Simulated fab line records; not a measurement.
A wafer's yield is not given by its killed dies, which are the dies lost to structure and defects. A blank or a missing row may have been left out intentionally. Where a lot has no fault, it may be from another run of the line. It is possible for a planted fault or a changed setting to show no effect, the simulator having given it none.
Struck lot and sound lot, side by side || flow nandHarc || 42 steps out of a route of 1302
Sound: wafers L536.3, L536.4, L536.6. Struck: wafer L546.3 (left out: L546.2, L546.6 of the same lot, which were not struck); the cause appears at the end.
At each step with rows: each side's tool, then ch and its chambers, then its first start. Under that, the readings that differ: sound wafers || struck wafers || difference of the means || sigmas: that difference in standard deviations of wafers without a fault.
alike: a reading whose means differ by less than 2 such deviations, as well as words and numbers matching on both sides. not compared: withheld readings; readings where some wafer has no value; bounds like >300 that might hide an equal value; numbers whose values overlap and for which the record gives no deviation.
A row with sigmas, a row that says differs or no value, or rows on one side alone: a step with any of these is where the two part. Numbers that don't overlap but have no deviation are shown without sigmas and don't part them. Lack of a reading on every wafer of one side parts them only where that side has two or more wafers.

first, 8 steps without rows for these wafers: NHARC_A_ZERO_WELL_HMDS_03 (time 30 s); NHARC_A_ZERO_WELL_COAT_18 (time 65 s); NHARC_A_ZERO_WELL_COAT_04 (resist thk 600 nm); NHARC_A_ZERO_WELL_SOFTBAKE_05 (time 70 s); NHARC_A_ZERO_WELL_EBR_06; NHARC_A_ZERO_WELL_EXPOSE_07 (exposes mask A ZERO); NHARC_A_ZERO_WELL_PEB_08 (peb time 80 s); NHARC_A_ZERO_WELL_DEVELOP_09 (time 50 s).
NHARC_A_ZERO_WELL_CD_MEAS_10: target cd 2000 nm.
  sound on cdSem-03 ch 0, day 10 02:49; struck on cdSem-03 ch 0, day 14 02:50
  alike: cdNm
then, 1 step without rows for these wafers: NHARC_A_ZERO_WELL_HARDBAKE_11 (time 65 s).
NHARC_A_ZERO_WELL_DESCUM_12: chemistry O2, time 3 s.
  sound on rieDiel-11 ch 0,2,3, day 10 02:59; struck on rieDiel-03 ch 2, day 14 02:59
  alike: drypumpMotorCurrentA, oesProductAu, rfVppV, showerheadPlenumPTorr, throttleValvePct
  not compared: rfHoursCounterH
NHARC_A_ZERO_WELL_ETCH_19: etches the open film in N2/H2, target depth 80 nm, overetch 24 nm, time 87.88 s.
  sound on rieDiel-11 ch 0,2, day 10 03:06; struck on rieDiel-03 ch 2, day 14 03:04
{"reading": "throttleValvePct (%)", "sound": "14.172 14.181 14.180", "struck": 14.159, "difference": -0.019, "sigmas": -2}
  alike: drypumpMotorCurrentA, oesProductAu, rfVppV, showerheadPlenumPTorr
  not compared: rfHoursCounterH
NHARC_A_ZERO_WELL_ETCH_13: etches the open film in HBr/Cl2, target depth 120 nm, time 40.1 s.
  sound on rieSi-01 ch 1,2, day 10 03:13; struck on rieSi-05 ch 2, day 14 03:13
  alike: drypumpMotorCurrentA, hbrFlowSccm, oesProductAu, throttleValvePct
  not compared: rfHoursCounterH
then, 4 steps without rows for these wafers: NHARC_A_ZERO_WELL_STRIP_14 (strips in SPM, time 900 s); NHARC_A_ZERO_WELL_IMPLANT_15; NHARC_A_ZERO_WELL_PRECLEAN_22 (cleans in SC1, time 60 s); NHARC_A_ZERO_WELL_SRD_23.
NHARC_A_ZERO_WELL_RTA_16: time 10 s.
  sound on rtpAnneal-02 ch 0, day 10 04:10; struck on rtpAnneal-02 ch 0, day 14 04:07
  alike: lampPowerPct, lamp_zone_1_pct, lamp_zone_2_pct, wafer_temp_C_max
NHARC_A_ZERO_WELL_INSPECT_17:
  struck on defectInspect-01, day 14 04:17; sound on defectInspect-01, day 10 04:19
{"reading": "rawDefectCount", "sound": "14 16 18", "struck": 1320, "difference": "+1304", "sigmas": "+99 or more"}
then, 3 steps without rows for these wafers: NHARC_A_SOURCE_PLATE_PRECLEAN_00 (cleans in HF-LAST, time 60 s); NHARC_A_SOURCE_PLATE_SRD_01; NHARC_A_SOURCE_PLATE_OXIDE_02 (material SiO2, target thk 10 nm, ox time 1362 s).
NHARC_A_SOURCE_PLATE_THK_MEAS_09: measures by ellipsometry.
  struck on filmMetro-01, day 14 11:34; sound on filmMetro-01, day 10 11:28
  alike: thkNm
then, 3 steps without rows for these wafers: NHARC_A_SOURCE_PLATE_PVD_04 (deposits WSi2, target thk 50 nm); NHARC_A_SOURCE_PLATE_CVD_03 (deposits poly-Si, target thk 200 nm, time 4000 s); NHARC_A_SOURCE_PLATE_ANNEAL_05 (time 1800 s).
NHARC_A_SOURCE_PLATE_THK_MEAS_06: measures by ellipsometry.
  struck on filmMetro-02, day 15 01:17; sound on filmMetro-02, day 11 02:16
  alike: thkNm
NHARC_A_SOURCE_PLATE_INSPECT_08:
  struck on defectInspect-01, day 15 01:22; sound on defectInspect-01, day 11 02:19
{"reading": "rawDefectCount", "sound": "93 131 85", "struck": 1382, "difference": "+1279", "sigmas": "+46"}
then, no rows for these wafers at 1 step: NHARC_A_ONON_D1_DEP_00 (target thk 1000 nm).
NHARC_A_ONON_D1_THK_MEAS_02: measures by ellipsometry.
  struck on filmMetro-02, day 15 01:56; sound on filmMetro-01, day 11 02:54
  alike: thkNm
then, no rows for these wafers at 1 step: NHARC_A_ONON_D1_DEP_03 (target thk 1000 nm).
NHARC_A_ONON_D1_THK_MEAS_05: measures by ellipsometry.
  struck on filmMetro-01, day 15 02:30; sound on filmMetro-02, day 11 03:28
  alike: thkNm
then, no rows for these wafers at 1 step: NHARC_A_ONON_D1_DEP_06 (target thk 1000 nm).
NHARC_A_ONON_D1_THK_MEAS_08: measures by ellipsometry.
  struck on filmMetro-01, day 15 03:04; sound on filmMetro-02, day 11 04:02
  alike: thkNm
then, no rows for these wafers at 1 step: NHARC_A_ONON_D1_DEP_09 (target thk 1000 nm).
NHARC_A_ONON_D1_THK_MEAS_11: measures by ellipsometry.
  struck on filmMetro-02, day 15 03:38; sound on filmMetro-02, day 11 04:35
  alike: thkNm
then, no rows for these wafers at 1 step: NHARC_A_ONON_D1_DEP_12 (target thk 1000 nm).
NHARC_A_ONON_D1_THK_MEAS_14: measures by ellipsometry.
  struck on filmMetro-01, day 15 04:12; sound on filmMetro-02, day 11 05:10
  alike: thkNm
then, 1 step without rows for these wafers: NHARC_A_ONON_D1_ANNEAL_15 (time 3600 s).
-- record jumps: 15 days separate the struck wafers' starts on either side; left off in module A_ONON_D1, taken up again in module A_M0, whose first shown step is the route's number 1150 --
NHARC_A_M0_DESCUM_14: chemistry O2, time 3 s.
  sound on rieDiel-05 ch 1,3, day 26 02:36; struck on rieDiel-05 ch 3, day 29 22:17
  alike: drypumpMotorCurrentA, oesProductAu, rfVppV, showerheadPlenumPTorr, throttleValvePct
  not compared: rfHoursCounterH, model.A_M0.cdNm
NHARC_A_M0_ETCH_15: etches the open film in C4F8/Ar, target depth 150 nm, overetch 15 nm, time 82.5 s.
  sound on rieDiel-05 ch 0,1; struck on rieDiel-05 ch 2
  alike: oesProductAu, rfVppV
  not compared: rfHoursCounterH, model.A_M0.cdNm
NHARC_END_SORT_01:
  only the struck wafers appear in the record here, on prober-01 ch 0 at day 31 20:14; the sound ones have no rows

== WHERE THEY PART ==
First at NHARC_A_ZERO_WELL_ETCH_19; last, within this record, at NHARC_END_SORT_01.

WHY: the cause the simulator had injected
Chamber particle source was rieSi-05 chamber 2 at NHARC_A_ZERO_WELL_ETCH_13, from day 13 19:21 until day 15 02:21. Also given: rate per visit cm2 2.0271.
